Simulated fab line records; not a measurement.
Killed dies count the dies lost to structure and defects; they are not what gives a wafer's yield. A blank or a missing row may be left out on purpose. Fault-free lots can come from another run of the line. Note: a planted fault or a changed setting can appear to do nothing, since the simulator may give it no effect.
fab line records	flow n5_finfet
[record] lots = 7	wafers = 18	last_day = 17
route steps=1938 shown BEOL_M5@1124 PASSIVATION@1936
lots untouched by any fault: they come from a run of this same line in which no faults occurred
start_h: hours from the record's opening day to when the first of the lot's shown wafers began	wait_h: time in hours since the lot's previous step	" same as the row above	L1.1+2: several wafers, shown together as one row	- no value present, or no start provided	* or withheld: withheld	< > ~ a bound
route shown NAME@n: a module of which the file shows steps, and the number in the route of the first	usual: mean and standard deviation over wafers with no fault	same: alike in all rows	chamber/n: place in a boat	sites: each site's reading	_std_site: standard deviation across them	_edge_site: the outer-site mean with the inner-site mean subtracted	radius_mm: how far each site lies from the wafer's centre	mask NAME#n: copy n	behind: tool/chamber where the wafer was last shaped	hold: reason for holding the lot/hours on hold/outcome of the hold	device: the n, p or np transistor that did not switch	end of line: the route-end tests of the same wafers	a step given without rows: its recipe and nothing more	killed: dies that structure and defects cost at the first sort, which is not the same as the wafer's yield	map: dies across one wafer; x = killed, . = not, _ = none there
set.NAME: the setting the step ran with; set.NAME@STEP: the setting that earlier step ran with	model.NAME: the simulator's own value behind a step, which no gauge read
lots seen at some steps along the route; tables by step, rows by wafer
services: from which hour (start_h, from the record's first day; less than 0 if before it) a tool's chamber was out of use, for how many hours, and why
[[steps]]
[step N5_BEOL_M5_PEB_09]
[recipe] peb_temp_c = 100	peb_time_s = 60	resist = CAR-EUV
[step N5_BEOL_M5_DEVELOP_10]
[recipe] develop_time_s = 30	developer = TMAH	resist = CAR-EUV	rinse_liquid = surfactant_rinse	dry = air_spin	dev_temp_c = 23
[step N5_BEOL_M5_CD_MEAS_11]
[recipe] target_cd_nm = 27.74	landing_energy_ev = 500	detector = se_inlens
[usual] cd_nm = 27.99/0.29
[same] landing_energy_ev = 500
lot.wafer	tool	chamber	start_h	wait_h	cd_nm
L415.1	cd_sem-03	0	198.02	-	27.95
L415.2	"	0	"	"	27.61
L415.5	"	0	"	"	27.92
L418.1	cd_sem-03	0	214.60	-	27.89
L418.3	"	0	"	"	27.29
L419.3	cd_sem-03	0	216.79	-	28.19
L419.4	"	0	"	"	28.11
L419.6	"	0	"	"	27.95
L420.3	cd_sem-02	0	224.02	-	27.90
L420.6	"	0	"	"	28.00
L423.3	cd_sem-03	0	233.17	-	28.04
L423.6	"	0	"	"	28.16
L430.1	cd_sem-03	0	267.57	-	28.25
L430.2	"	0	"	"	28.21
L430.6	"	0	"	"	27.79
L434.4	cd_sem-02	0	309.15	-	27.80
L434.5	"	0	"	"	27.77
L434.6	"	0	"	"	27.97
[step N5_BEOL_M5_OVL_MEAS_12]
[recipe] points_per_wafer = 522
[usual] M5_OVL = 0.1/0.65
lot.wafer	tool	chamber	start_h	wait_h	M5_OVL[nm]
L415.1	overlay-01	0	198.05	0.0	-0.9
L415.2	"	0	"	"	-1.0
L415.5	"	0	"	"	-1.2
L418.1	overlay-02	0	214.63	0.0	0.2
L418.3	"	0	"	"	0.0
L419.3	overlay-01	0	216.83	0.0	0.5
L419.4	"	0	"	"	0.5
L419.6	"	0	"	"	-0.5
L420.3	overlay-01	0	224.06	0.0	-0.1
L420.6	"	0	"	"	0.1
L423.3	overlay-02	0	233.21	0.0	-1.0
L423.6	"	0	"	"	0.0
L430.1	overlay-02	0	267.60	0.0	-0.1
L430.2	"	0	"	"	0.1
L430.6	"	0	"	"	-0.1
L434.4	overlay-02	0	309.20	0.0	1.2
L434.5	"	0	"	"	1.1
L434.6	"	0	"	"	0.6
[step N5_BEOL_M5_INSPECT_13]
[recipe] mode = adi	inspect_instrument = brightfield
[usual] raw_defect_count = 399/93
lot.wafer	tool	chamber	start_h	wait_h	raw_defect_count
L415.1	defect_inspect-02	-	198.11	0.1	387
L415.2	"	-	"	"	399
L415.5	"	-	"	"	479
L418.1	defect_inspect-02	-	214.68	0.1	501
L418.3	"	-	"	"	527
L419.3	defect_inspect-02	-	216.88	0.0	626
L419.4	"	-	"	"	436
L419.6	"	-	"	"	382
L420.3	defect_inspect-01	-	224.11	0.0	234
L420.6	"	-	"	"	274
L423.3	defect_inspect-01	-	233.26	0.0	236
L423.6	"	-	"	"	367
L430.1	defect_inspect-01	-	267.66	0.1	362
L430.2	"	-	"	"	403
L430.6	"	-	"	"	316
L434.4	defect_inspect-01	-	309.24	0.0	344
L434.5	"	-	"	"	375
L434.6	"	-	"	"	340
[step N5_BEOL_M5_DESCUM_16]
[recipe] chemistry = O2	time_s = 7	source_power_w = 50	bias_power_w = 20	pressure_mtorr = 20	rf_frequency_hz = 2.712e+07	temp_c = 40	resist = CAR-EUV	o2_flow_sccm = 225
[usual] drypump_motor_current_A = 5.7/0.55	oes_product_au = 0.79/0.066	rf_vpp_V = 243.2/1	showerhead_plenum_p_Torr = 2.10/0.047	throttle_valve_pct = 20.40/0.21
[same] time_s = 7
lot.wafer	tool	chamber	start_h	wait_h	drypump_motor_current_A	oes_product_au	rf_hours_counter_h	rf_vpp_V	showerhead_plenum_p_Torr	throttle_valve_pct
L415.1	rie_diel-02	1	198.25	0.1	5.7	0.80	97	241.9	2.02	20.27
L415.2	"	0	"	"	5.4	0.86	53	241.8	2.07	20.11
L415.5	"	1	"	"	5.7	0.80	-	242.3	2.02	20.27
L418.1	rie_diel-05	2	214.78	0.1	5.9	0.80	110	243.0	2.12	20.27
L418.3	"	3	"	"	6.4	0.82	95	242.8	2.05	20.75
L419.3	rie_diel-03	0	216.91	0.0	5.4	0.82	89	241.6	2.04	20.48
L419.4	"	1	"	"	4.8	0.88	28	243.5	2.14	20.21
L419.6	"	0	"	"	5.3	0.82	-	241.8	2.04	20.49
L420.3	rie_diel-03	2	224.17	0.1	5.7	0.69	238	243.5	2.17	20.57
L420.6	"	3	"	"	6.7	0.81	-	243.7	2.12	20.28
L423.3	rie_diel-02	1	233.29	0.0	5.7	0.79	107	242.3	2.02	20.28
L423.6	"	2	"	"	6.5	0.70	-	243.2	2.12	20.77
L430.1	rie_diel-03	3	267.69	0.0	6.6	0.80	115	242.8	2.11	20.31
L430.2	"	0	"	"	5.3	0.81	105	241.2	2.04	20.49
L430.6	"	1	"	"	4.8	0.85	-	244.2	2.13	20.23
L434.4	rie_diel-05	2	309.30	0.1	5.9	0.78	143	242.3	2.11	20.31
L434.5	"	1	"	"	5.7	0.71	-	244.8	2.15	20.29
L434.6	"	2	"	"	5.9	0.77	-	244.3	2.11	20.32
[step N5_BEOL_M5_ETCH_72]
[recipe] chemistry = N2/H2	target = underlayer	target_depth_a = 65	mask_material = CAR-EUV	time_s = 5.2	ion_energy_ev = 200	pressure_mtorr = 30	source_w = 840	bias_w = 150	n2_flow_sccm = 200	h2_flow_sccm = 200	ends = cleared
[usual] drypump_motor_current_A = 5.7/0.55	etch_rf_on_time_s = 5.13/0.13	n2_flow_sccm = 200.1/0.59	oes_product_au = 0.67/0.062	rf_vpp_V = 523.8/2.2	showerhead_plenum_p_Torr = 2.54/0.054	throttle_valve_pct = 17.81/0.23
lot.wafer	tool	chamber	start_h	wait_h	drypump_motor_current_A	etch_rf_on_time_s	n2_flow_sccm	oes_product_au	rf_hours_counter_h	rf_vpp_V	showerhead_plenum_p_Torr	throttle_valve_pct
L415.1	rie_diel-02	1	198.28	0.0	5.7	5.03	199.6	0.69	97	521.3	2.45	17.85
L415.2	"	0	"	"	5.4	4.83	200.2	0.77	53	522.0	2.50	17.50
L415.5	"	1	"	"	5.7	5.02	199.1	0.69	-	521.0	2.45	17.82
L418.1	rie_diel-05	2	214.82	0.0	5.9	4.98	200.3	0.69	110	524.4	2.54	17.49
L418.3	"	3	"	"	6.4	5.17	199.7	0.68	95	523.1	2.48	18.21
L419.3	rie_diel-03	0	216.94	0.0	5.3	5.04	200.8	0.72	89	521.1	2.47	17.87
L419.4	"	1	"	"	4.8	5.09	199.9	0.77	28	525.9	2.60	17.67
L419.6	"	0	"	"	5.3	5.04	200.7	0.71	-	521.8	2.47	17.86
L420.3	rie_diel-03	2	224.20	0.0	5.7	5.28	199.2	0.59	238	525.7	2.60	17.90
L420.6	"	3	"	"	6.7	4.97	200.0	0.70	-	525.0	2.56	17.72
L423.3	rie_diel-02	1	233.33	0.0	5.7	5.09	199.7	0.69	107	522.4	2.45	17.85
L423.6	"	2	"	"	6.5	5.35	201.6	0.60	-	523.4	2.52	17.89
L430.1	rie_diel-03	3	267.73	0.0	6.7	5.04	200.8	0.68	115	526.2	2.56	17.74
L430.2	"	0	"	"	5.3	5.07	198.8	0.71	105	520.3	2.46	17.85
L430.6	"	1	"	"	4.8	5.02	200.0	0.75	-	525.7	2.60	17.73
L434.4	rie_diel-05	2	309.33	0.0	5.9	5.09	200.2	0.66	143	525.3	2.53	17.54
L434.5	"	1	"	"	5.7	5.24	201.1	0.60	-	527.4	2.60	17.65
L434.6	"	2	"	"	5.9	5.06	199.4	0.66	-	523.7	2.53	17.54
[step N5_BEOL_M5_ETCH_61]
[recipe] chemistry = CF4	target = SiARC	target_depth_a = 156	mask_material = CAR-EUV	time_s = 26	ion_energy_ev = 80	pressure_mtorr = 40	source_w = 545	bias_w = 36	Ar_flow_sccm = 100	cf4_flow_sccm = 100	ends = cleared
[usual] drypump_motor_current_A = 5.7/0.55	etch_rf_on_time_s = 25.7/0.6	oes_product_au = 0.68/0.061	rf_vpp_V = 183.9/0.96	showerhead_plenum_p_Torr = 2.14/0.046	throttle_valve_pct = 15.55/0.19
lot.wafer	tool	chamber	start_h	wait_h	drypump_motor_current_A	etch_rf_on_time_s	oes_product_au	rf_hours_counter_h	rf_vpp_V	showerhead_plenum_p_Torr	throttle_valve_pct
L415.1	rie_diel-02	1	198.30	0.0	5.7	25.3	0.69	97	183.9	2.07	15.44
L415.2	"	0	"	"	5.4	24.7	0.77	53	184.5	2.08	15.04
L415.5	"	1	"	"	5.7	25.1	0.69	-	182.2	2.07	15.45
L418.1	rie_diel-05	2	214.83	0.0	5.9	25.3	0.70	110	182.9	2.16	15.45
L418.3	"	3	"	"	6.4	25.7	0.69	95	184.4	2.10	15.82
L419.3	rie_diel-03	0	216.96	0.0	5.3	25.6	0.71	89	184.3	2.08	15.48
L419.4	"	1	"	"	4.8	25.5	0.76	28	184.5	2.18	15.43
L419.6	"	0	"	"	5.3	25.5	0.71	-	183.1	2.08	15.47
L420.3	rie_diel-03	2	224.22	0.0	5.7	26.3	0.59	238	185.7	2.20	15.74
L420.6	"	3	"	"	6.6	24.9	0.70	-	183.2	2.16	15.43
L423.3	rie_diel-02	1	233.34	0.0	5.7	25.9	0.67	107	181.6	2.07	15.46
L423.6	"	2	"	"	6.4	26.8	0.59	-	184.8	2.13	15.80
L430.1	rie_diel-03	3	267.74	0.0	6.7	25.3	0.68	115	183.5	2.15	15.46
L430.2	"	0	"	"	5.3	25.7	0.70	105	182.8	2.07	15.52
L430.6	"	1	"	"	4.8	25.3	0.74	-	184.5	2.18	15.46
L434.4	rie_diel-05	2	309.35	0.0	5.9	25.1	0.67	143	182.6	2.15	15.51
L434.5	"	1	"	"	5.7	25.9	0.61	-	185.5	2.19	15.52
L434.6	"	2	"	"	5.9	25.0	0.67	-	184.4	2.15	15.48
[step N5_BEOL_M5_ETCH_62]
[recipe] chemistry = N2/H2	target = SOC	target_depth_a = 750	overetch_a = 150	mask_material = SiARC	temp_c = 40	time_s = 112.5	ion_energy_ev = 200	pressure_mtorr = 30	source_w = 840	bias_w = 150	n2_flow_sccm = 200	h2_flow_sccm = 200
[usual] drypump_motor_current_A = 5.7/0.55	n2_flow_sccm = 200.0/0.59	oes_product_au = 0.62/0.05	rf_vpp_V = 523.7/1.8	showerhead_plenum_p_Torr = 2.54/0.054	throttle_valve_pct = 17.77/0.23
[same] time_s = 112.5
lot.wafer	tool	chamber	start_h	wait_h	drypump_motor_current_A	n2_flow_sccm	oes_product_au	rf_hours_counter_h	rf_vpp_V	showerhead_plenum_p_Torr	throttle_valve_pct
L415.1	rie_diel-02	1	198.33	0.0	5.7	200.0	0.63	97	521.9	2.45	17.79
L415.2	"	0	"	"	5.4	199.8	0.67	53	523.3	2.50	17.46
L415.5	"	1	"	"	5.7	199.3	0.63	-	522.5	2.45	17.79
L418.1	rie_diel-05	2	214.86	0.0	5.9	201.0	0.63	110	524.8	2.54	17.44
L418.3	"	3	"	"	6.4	199.9	0.64	95	520.5	2.48	18.18
L419.3	rie_diel-03	0	216.99	0.0	5.3	199.8	0.65	89	521.9	2.47	17.80
L419.4	"	1	"	"	4.8	201.2	0.70	28	525.3	2.60	17.64
L419.6	"	0	"	"	5.3	200.4	0.65	-	522.6	2.47	17.79
L420.3	rie_diel-03	2	224.25	0.0	5.7	199.3	0.55	238	525.2	2.60	17.84
L420.6	"	3	"	"	6.6	198.8	0.63	-	525.7	2.56	17.68
L423.3	rie_diel-02	1	233.37	0.0	5.7	200.1	0.63	107	522.3	2.45	17.80
L423.6	"	2	"	"	6.4	199.9	0.57	-	523.3	2.51	17.88
L430.1	rie_diel-03	3	267.77	0.0	6.7	199.9	0.62	115	524.0	2.56	17.70
L430.2	"	0	"	"	5.4	199.5	0.64	105	521.7	2.46	17.82
L430.6	"	1	"	"	4.8	200.8	0.67	-	525.2	2.60	17.67
L434.4	rie_diel-05	2	309.38	0.0	5.8	200.6	0.60	143	524.7	2.53	17.51
L434.5	"	1	"	"	5.7	199.0	0.56	-	526.3	2.60	17.64
L434.6	"	2	"	"	5.8	199.5	0.61	-	524.4	2.53	17.51
[step N5_BEOL_M5_STRIP_63]
[recipe] chemistry = N2/H2	temp_c = 40	n2_flow_sccm = 200	h2_flow_sccm = 200	rf_frequency_hz = 6e+07
[step N5_BEOL_M5_STRIP_73]
[recipe] chemistry = N2/H2	temp_c = 40	n2_flow_sccm = 200	h2_flow_sccm = 200	rf_frequency_hz = 6e+07
[step N5_BEOL_M5_STRIP_64]
[recipe] chemistry = CF4	resist = SiARC	power_w = 300	bias_power_w = 75	pressure_mtorr = 50	cf4_flow_sccm = 150	rf_frequency_hz = 6e+07
[step N5_BEOL_M5_HM_OPEN_17]
[recipe] chemistry = Cl2/BCl3	target_depth_a = 200	overetch_a = 60	target = TiN	mask_material = SOC	ion_energy_ev = 150	pressure_mtorr = 10	icp_w = 1000	bias_w = 126	Cl2_flow_sccm = 53.25	bcl3_flow_sccm = 21.75	Ar_flow_sccm = 25
[usual] drypump_motor_current_A = 5.6/0.38	oes_product_au = 0.74/0.037	throttle_valve_pct = 22.26/0.18
lot.wafer	tool	chamber	start_h	wait_h	drypump_motor_current_A	oes_product_au	rf_hours_counter_h	throttle_valve_pct	model.SOC_of_BEOL_M5_COAT_59.thk_nm
L415.1	rie_metal-03	1	198.49	0.0	5.5	0.76	14	22.50	52
L415.2	"	0	"	"	5.2	0.82	0	22.14	52
L415.5	"	0	"	"	5.2	0.83	-	22.12	52.2
L418.1	rie_metal-03	0	215.03	0.0	5.2	0.78	2	22.16	54
L418.3	"	1	"	"	5.5	0.74	-	22.53	54
L419.3	rie_metal-01	1	217.19	0.1	5.6	0.75	-	22.44	51.8
L419.4	"	0	"	"	6.2	0.73	-	22.05	52.2
L419.6	"	1	"	"	5.6	0.75	-	22.41	51.8
L420.3	rie_metal-03	1	224.45	0.1	5.5	0.74	-	22.53	53.8
L420.6	"	1	"	"	5.5	0.75	-	22.51	51.8
L423.3	rie_metal-03	0	233.57	0.1	5.2	0.77	-	22.18	54.4
L423.6	"	1	"	"	5.6	0.73	-	22.53	52.4
L430.1	rie_metal-01	0	267.94	0.0	6.3	0.70	21	22.06	52.2
L430.2	"	0	"	"	6.2	0.72	-	22.05	52.4
L430.6	"	0	"	"	6.2	0.72	-	22.06	52.4
L434.4	rie_metal-01	0	309.57	0.1	6.2	0.69	-	22.10	52.4
L434.5	"	1	"	"	5.6	0.73	-	22.43	52
L434.6	"	0	"	"	6.2	0.70	-	22.08	52.4
[step N5_BEOL_M5_STRIP_19]
[recipe] chemistry = O2	power_w = 400	temp_c = 40	pressure_mtorr = 30	rf_frequency_hz = 6e+07	bias_power_w = 0	overash_fraction = 0.2	o2_flow_sccm = 225
[usual] drypump_motor_current_A = 5.8/0.47	oes_product_au = 0.78/0.058	rf_vpp_V = 3.7/0.48	showerhead_plenum_p_Torr = 2.09/0.046	throttle_valve_pct = 16.66/0.23
lot.wafer	tool	chamber	start_h	wait_h	drypump_motor_current_A	oes_product_au	rf_hours_counter_h	rf_vpp_V	showerhead_plenum_p_Torr	throttle_valve_pct
L415.1	rie_diel-02	2	198.72	0.2	6.5	0.72	169	4.5	2.12	17.01
L415.2	"	3	"	"	5.4	0.75	168	4.4	2.09	16.90
L415.5	"	0	"	"	5.4	0.87	-	3.3	2.07	16.31
L418.1	rie_diel-05	1	215.15	0.1	5.7	0.73	172	3.3	2.16	16.50
L418.3	"	3	"	"	6.4	0.82	95	4.3	2.05	16.94
L419.3	rie_diel-02	0	217.27	0.1	5.4	0.86	59	3.2	2.07	16.30
L419.4	"	1	"	"	5.7	0.79	102	3.6	2.02	16.52
L419.6	"	1	"	"	5.7	0.79	-	3.7	2.02	16.52
L420.3	rie_diel-02	3	224.53	0.1	5.4	0.75	176	3.2	2.09	16.93
L420.6	"	2	"	"	6.4	0.71	-	3.9	2.12	17.01
L423.3	rie_diel-05	1	233.65	0.1	5.7	0.72	179	3.3	2.16	16.51
L423.6	"	2	"	"	5.9	0.79	-	2.6	2.12	16.51
L430.1	rie_diel-03	3	268.22	0.2	6.6	0.79	115	4.1	2.12	16.54
L430.2	"	0	"	"	5.3	0.80	105	4.0	2.04	16.67
L430.6	"	0	"	"	5.3	0.80	-	3.6	2.04	16.68
L434.4	rie_diel-02	0	309.66	0.1	5.4	0.83	85	3.4	2.06	16.35
L434.5	"	2	"	"	6.4	0.68	-	3.7	2.11	17.08
L434.6	"	3	"	"	5.4	0.73	-	3.1	2.08	16.97
[step N5_PASSIVATION_PROBE_49]
[usual] defect_limited_yield = 91.4/1.6	killed_at_M0_to_M3 = 35/10	killed_at_M4_up = 12/4.7	killed_at_contacts = 12/5.8	killed_at_front_end = 38/12	killed_at_other = 4/3.2	killed_dies = 102/18	killed_open = 68/14	killed_short = 32/8	sort_bin_5_function = 5.1/0.96	sort_bin_6_memory = 3.2/0.77	sort_n_pass = 1078/20	sort_yield_pct = 91.3/1.7
[same] gross_dies = 1180	killed_at_back_side = 0	sort_bin_4_leakage[%] = 0	sort_bin_8_speed[%] = 0
lot.wafer	tool	chamber	start_h	wait_h	defect_limited_yield[%]	killed_at_M0_to_M3	killed_at_M4_up	killed_at_contacts	killed_at_front_end	killed_at_other	killed_dies	killed_open	killed_short	sort_bin_5_function[%]	sort_bin_6_memory[%]	sort_n_pass	sort_yield_pct[%]
L415.1	prober-02	-	298.76	0.0	91.2	35	8	27	33	1	104	70	32	4.6	3.7	1076	91.2
L415.2	prober-02	-	298.81	0.1	90.3	40	18	7	47	2	114	71	42	6.3	3.4	1066	90.3
L415.5	prober-02	-	298.96	0.2	89.7	44	23	18	36	0	121	92	26	6.2	3.9	1059	89.7
L418.3	prober-02	-	319.78	0.1	92.7	45	19	5	12	5	86	45	31	4.9	2.4	1094	92.7
L420.3	prober-02	-	325.69	0.1	90.3	47	9	4	53	1	114	74	32	5.3	3.5	1066	90.3
L423.3	prober-01	-	337.47	0.1	87.4	50	14	19	65	1	149	101	39	7.4	4.8	1031	87.4
// killed by level:class
L415.1 MOL_CONTACT_COAG:geometric_particle:open=21 BEOL_M1:geometric_particle:open=14 MOL_CONTACT_COAG:geometric_particle:short=6 BEOL_M3:geometric_particle:short=6 FIN_SAQP:geometric_particle:open=5 STI_FIN_REVEAL:geometric_particle:open=4 BEOL_M3:geometric_particle:open=4 STARTING-WAFER:geometric_particle:open=4
L415.2 BEOL_M1:geometric_particle:open=18 FIN_SAQP:geometric_particle:short=13 STI_FIN_REVEAL:geometric_particle:open=9 BEOL_M4:geometric_particle:open=8 FIN_SAQP:geometric_particle:open=7 GATE_CUT:geometric_particle:short=6 MOL_CONTACT_COAG:geometric_particle:open=5 BEOL_M0_SAQP:geometric_particle:short=5
L415.5 BEOL_M1:geometric_particle:open=21 FIN_SAQP:geometric_particle:open=15 MOL_CONTACT_COAG:geometric_particle:open=14 BEOL_M4:geometric_particle:open=14 BEOL_M2:geometric_particle:open=6 BEOL_M0_SAQP:geometric_particle:open=5 FIN_SAQP:geometric_particle:short=4 STI_FIN_REVEAL:geometric_particle:open=4
L418.3 BEOL_M0_SAQP:geometric_particle:short=11 BEOL_M0_SAQP:geometric_particle:open=10 BEOL_M5:area_open=9 BEOL_M1:geometric_particle:open=7 BEOL_M2:geometric_particle:open=5 BEOL_M4:geometric_particle:open=4 MOL_CONTACT_COAG:geometric_particle:open=3 BEOL_M2:geometric_particle:short=3
L420.3 STI_FIN_REVEAL:geometric_particle:open=22 BEOL_M2:geometric_particle:open=10 BEOL_M0_SAQP:geometric_particle:open=9 BEOL_M0_SAQP:geometric_particle:short=8 BEOL_M3:geometric_particle:open=8 HKMG_FIN:area_etch=7 FIN_SAQP:geometric_particle:short=5 FIN_SAQP:geometric_particle:open=5
L423.3 STI_FIN_REVEAL:geometric_particle:open=20 MOL_CONTACT_COAG:geometric_particle:open=15 FIN_SAQP:geometric_particle:open=14 BEOL_M1:geometric_particle:open=12 BEOL_M0_SAQP:geometric_particle:open=11 FIN_SAQP:geometric_particle:short=8 BEOL_M5:area_open=7 BEOL_M1:geometric_particle:short=6
[[services]]
tool	chamber	start_h	hours	kind
rie_metal-03	0	180.33	-	clean
rie_metal-03	0	180.33	12.5	scheduled_down
rie_metal-03	0	180.33	12.5	vent_cycle
rie_diel-03	2	189.48	14.7	repair
rie_diel-02	-	249.58	2.8	pm
rie_metal-01	1	257.34	21.6	repair
rie_diel-03	2	261.75	-	clean
rie_diel-03	2	261.75	-	consumable_replace:focus_ring
rie_diel-03	2	261.75	24.2	scheduled_down
rie_diel-03	2	261.75	24.2	vent_cycle
rie_metal-03	1	268.52	2.2	repair
rie_metal-01	0	268.57	3.3	repair
rie_diel-05	0	269.66	-	clean
rie_diel-05	0	269.66	-	consumable_replace:focus_ring
rie_diel-05	0	269.66	24.8	scheduled_down
rie_diel-05	0	269.66	24.8	vent_cycle
[[key]]
first_sign none at tools or gauges
[model_effect] step = N5_BEOL_M5_HM_OPEN_17	value = SOC_of_BEOL_M5_COAT_59.thk_nm	without = 52.2	struck = 54.05
met_at N5_BEOL_M5_HM_OPEN_17
struck_wafers L418.1,L418.3,L420.3,L423.3
onset_between 198.49 215.03
[fault] kind = process_parameter_drift	tool = rie_metal-03	chamber = -	onset_h = 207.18	steps = N5_BEOL_M5_HM_OPEN_17	channel = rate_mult	offset = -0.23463	shape = step	end_h = 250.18	scope = struck_wafers_only
